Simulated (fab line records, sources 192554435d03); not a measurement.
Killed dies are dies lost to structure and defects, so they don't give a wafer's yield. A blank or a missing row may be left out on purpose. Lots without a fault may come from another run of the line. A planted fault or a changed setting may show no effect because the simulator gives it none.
fab line records | flow n5_finfet
record lots=5 wafers=13 last_day=16
route steps=1938 shown GATE_CUT@484 BEOL_M4@1111
lots that met no fault: from a run of the same line without faults
start_h: hours from the record's first day to the start of the lot's first wafer shown | wait_h: hours since the lot's step before | " the same as in the row above | L1.1+2: a row that stands for several wafers | - no value, or no start given | * or withheld: withheld | < > ~ a bound
route shown NAME@n: a module of which the file shows steps, and the number in the route of the first | usual: mean/standard deviation of fault-free wafers | same: alike in all rows | chamber/n: place in a boat | sites: the reading at each site | _std_site: their standard deviation | _edge_site: outer sites' mean less inner sites' | radius_mm: how far each site lies from the wafer's centre | mask NAME#n: copy n | behind: the tool/chamber that last shaped the wafer | hold: why the lot was held/for how many hours/how that ended | device: the transistor (n, p or np) that didn't switch | end of line: the same wafers' tests at the end of the route | a step without rows: its recipe alone | killed: dies lost to structure and defects at the first sort, not the wafer's yield | map: a wafer's dies, x killed, . not, _ none there
set.NAME: the setting as run; set.NAME@STEP: as run at that earlier step | model.NAME: the simulator's own value behind a step, which no gauge read
lots at some steps of the route; a table a step, a row a wafer
services: from which hour (start_h, from the record's first day; less than 0 if before it) a tool's chamber was out of use, for how many hours, and why
## steps
# step N5_GATE_CUT_EXPOSE_10
# recipe mask_id=GATE_CUT na=0.33 source_shape=annular sigma_inner=0.35 sigma_outer=0.8 polarization=unpolarized target_cd_nm=20 dose_mj=43.25
# step N5_GATE_CUT_PEB_11
# recipe peb_temp_c=100 peb_time_s=60 resist=CAR-EUV
# step N5_GATE_CUT_DEVELOP_12
# recipe develop_time_s=30 developer=TMAH resist=CAR-EUV rinse_liquid=surfactant_rinse dry=air_spin dev_temp_c=23
# step N5_GATE_CUT_DESCUM_18
# recipe chemistry=O2 time_s=7 source_power_w=50 bias_power_w=20 pressure_mtorr=20 rf_frequency_hz=2.712e+07 temp_c=40 resist=CAR-EUV o2_flow_sccm=225
# step N5_GATE_CUT_ETCH_28
# recipe chemistry=N2/H2 target=underlayer target_depth_a=130 mask_material=CAR-EUV time_s=10.4 ion_energy_ev=200 pressure_mtorr=30 source_w=840 bias_w=150 n2_flow_sccm=200 h2_flow_sccm=200 ends=cleared
# step N5_GATE_CUT_ETCH_36
# recipe chemistry=CF4 target=SiARC target_depth_a=130 mask_material=CAR-EUV time_s=21.7 ion_energy_ev=80 pressure_mtorr=40 source_w=545 bias_w=36 Ar_flow_sccm=100 cf4_flow_sccm=100 ends=cleared
# step N5_GATE_CUT_ETCH_37
# recipe chemistry=N2/H2 target=SOC target_depth_a=600 overetch_a=120 mask_material=SiARC temp_c=40 time_s=90 ion_energy_ev=200 pressure_mtorr=30 source_w=840 bias_w=150 n2_flow_sccm=200 h2_flow_sccm=200
# step N5_GATE_CUT_STRIP_38
# recipe chemistry=N2/H2 temp_c=40 n2_flow_sccm=200 h2_flow_sccm=200 rf_frequency_hz=6e+07
# step N5_GATE_CUT_STRIP_39
# recipe chemistry=N2/H2 temp_c=40 n2_flow_sccm=200 h2_flow_sccm=200 rf_frequency_hz=6e+07
# step N5_GATE_CUT_HM_OPEN_40
# recipe chemistry=C4F6/O2 target=SiO2 mask_material=SiARC target_depth_a=1390 time_s=85.1 ion_energy_ev=250 pressure_mtorr=30 source_w=345 bias_w=185 Ar_flow_sccm=300 C4F6_flow_sccm=10 O2_flow_sccm=10 ends=cleared
# usual chamber_pressure_mTorr=29.998/0.025 drypump_motor_current_A=5.5/0.44 etch_rf_on_time_s=93.7/2.2 oes_product_au=0.69/0.083 rf_fwd_power_W=341.9/1.3 rf_vpp_V=660/12 showerhead_plenum_p_Torr=2.88/0.084 throttle_valve_pct=20.92/0.18
# columns lot.wafer tool chamber start_h wait_h chamber_pressure_mTorr drypump_motor_current_A etch_rf_on_time_s oes_product_au rf_fwd_power_W rf_hours_counter_h rf_vpp_V showerhead_plenum_p_Torr throttle_valve_pct
L378.3 rie_diel-01 2 133.59 0.0 29.990 5.4 93.5 0.66 342.3 162 653 2.85 21.09
L378.4 " 1 " " 29.961 6.0 92.8 0.62 340.9 243 676 2.81 20.84
L378.6 " 1 " " 29.959 6.0 93.2 0.62 341.1 - 675 2.81 20.85
L384.1 rie_diel-01 1 169.68 0.0 29.979 6.0 91.3 0.93 340.4 0 675 2.81 20.40
L384.4 " 3 " " 30.017 5.7 71.7 0.75 340.8 191 644 2.94 20.95
L384.6 " 3 " " 30.034 5.7 93.5 0.63 341.0 - 645 2.94 20.86
L385.3 rie_diel-01 3 177.77 0.0 30.032 5.7 97.3 0.63 342.8 193 646 2.94 20.87
L385.4 " 2 " " 29.974 5.4 73.5 0.76 342.4 178 653 2.84 21.17
L387.4 rie_diel-01 2 186.07 0.0 29.975 5.4 72.0 0.76 341.4 180 653 2.84 21.18
L387.5 " 3 " " 29.987 5.7 69.3 0.75 341.0 - 646 2.94 20.97
L389.1 rie_diel-02 3 196.51 0.0 30.015 4.9 90.4 0.77 341.0 47 655 2.78 20.97
L389.3 " 1 " " 30.000 5.6 90.3 0.67 342.1 165 658 2.96 21.17
L389.4 " 1 " " 29.968 5.6 90.6 0.67 341.8 - 658 2.96 21.14
# step N5_GATE_CUT_STRIP_41
# recipe chemistry=CF4 resist=SiARC power_w=300 bias_power_w=75 pressure_mtorr=50 cf4_flow_sccm=150 rf_frequency_hz=6e+07
# step N5_BEOL_M4_RC_MEAS_101
# usual DIBL_N=35.8/1.8 DIBL_P=35.6/2 IOFF_N=0.148/0.028 IOFF_P=0.20/0.034 ION_N=672/12 ION_P=462/8.5 SS_N=71.2/0.65 SS_P=73.1/0.67 VT_N=251/3.3 VT_P=-251/3.8
# columns lot.wafer tool chamber start_h wait_h DIBL_N[mV/V] DIBL_P[mV/V] IOFF_N[nA/um] IOFF_P[nA/um] ION_N[uA/um] ION_P[uA/um] SS_N[mV/dec] SS_P[mV/dec] VT_N[mV] VT_P[mV]
L378.3 prober-01 0 204.53 0.3 34.5 34.1 0.130 0.21 667 461 70.9 72.8 254 -248
L378.4 " 0 " " 34.9 34.2 0.126 0.21 667 468 70.9 72.9 253 -248
L378.6 " 0 " " 34.5 32.8 0.126 0.19 676 471 70.6 73.7 253 -252
L384.1 prober-01 0 244.70 0.0 33.6 33.7 0.123 0.17 668 458 71.1 72.9 253 -252
L384.4 " 0 " " 33.3 32.5 0.119 0.18 658 459 70.8 72.1 253 -251
L384.6 " 0 " " 31.8 30.4 0.091 0.14 643 453 71.6 71.2 258 -256
L385.3 prober-02 0 262.29 0.3 35.9 35.7 0.171 0.24 679 466 71.1 74.0 248 -247
L385.4 " 0 " " 33.3 33.4 0.128 0.21 660 468 70.8 72.4 250 -249
L387.4 prober-02 0 264.67 0.5 39.0 40.2 0.174 0.21 670 449 72.3 73.7 253 -252
L387.5 " 0 " " 37.0 36.8 0.135 0.15 655 441 71.7 73.3 256 -257
L389.1 prober-02 0 273.76 0.0 34.3 33.8 0.113 0.16 658 452 70.9 72.3 258 -257
L389.3 " 0 " " 33.6 33.0 0.107 0.14 659 453 70.2 71.4 256 -256
L389.4 " 0 " " 38.4 39.4 0.190 0.24 689 467 71.5 73.6 249 -251
## services
# columns tool chamber start_h hours kind
rie_diel-01 1 151.64 - clean
rie_diel-01 1 151.64 - consumable_replace:focus_ring
rie_diel-01 1 151.64 17.7 scheduled_down
rie_diel-01 1 151.64 17.7 vent_cycle
rie_diel-02 0 185.57 - clean
rie_diel-02 0 185.57 - consumable_replace:focus_ring
rie_diel-02 0 185.57 15.5 scheduled_down
rie_diel-02 0 185.57 15.5 vent_cycle
rie_diel-01 1 187.31 5.4 repair
## key
first_sign step=N5_GATE_CUT_HM_OPEN_40 reading=etch_rf_on_time_s direction=down sigmas=9.9 usual=* struck=*
effect none on later readings
met_at N5_GATE_CUT_HM_OPEN_40
struck_wafers L384.4,L385.4,L387.4,L387.5
onset_between 133.59 169.68
fault kind=process_parameter_drift tool=rie_diel-01 chamber=- onset_h=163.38 steps=N5_GATE_CUT_HM_OPEN_40 channel=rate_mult offset=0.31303 shape=step end_h=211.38 scope=struck_wafers_only
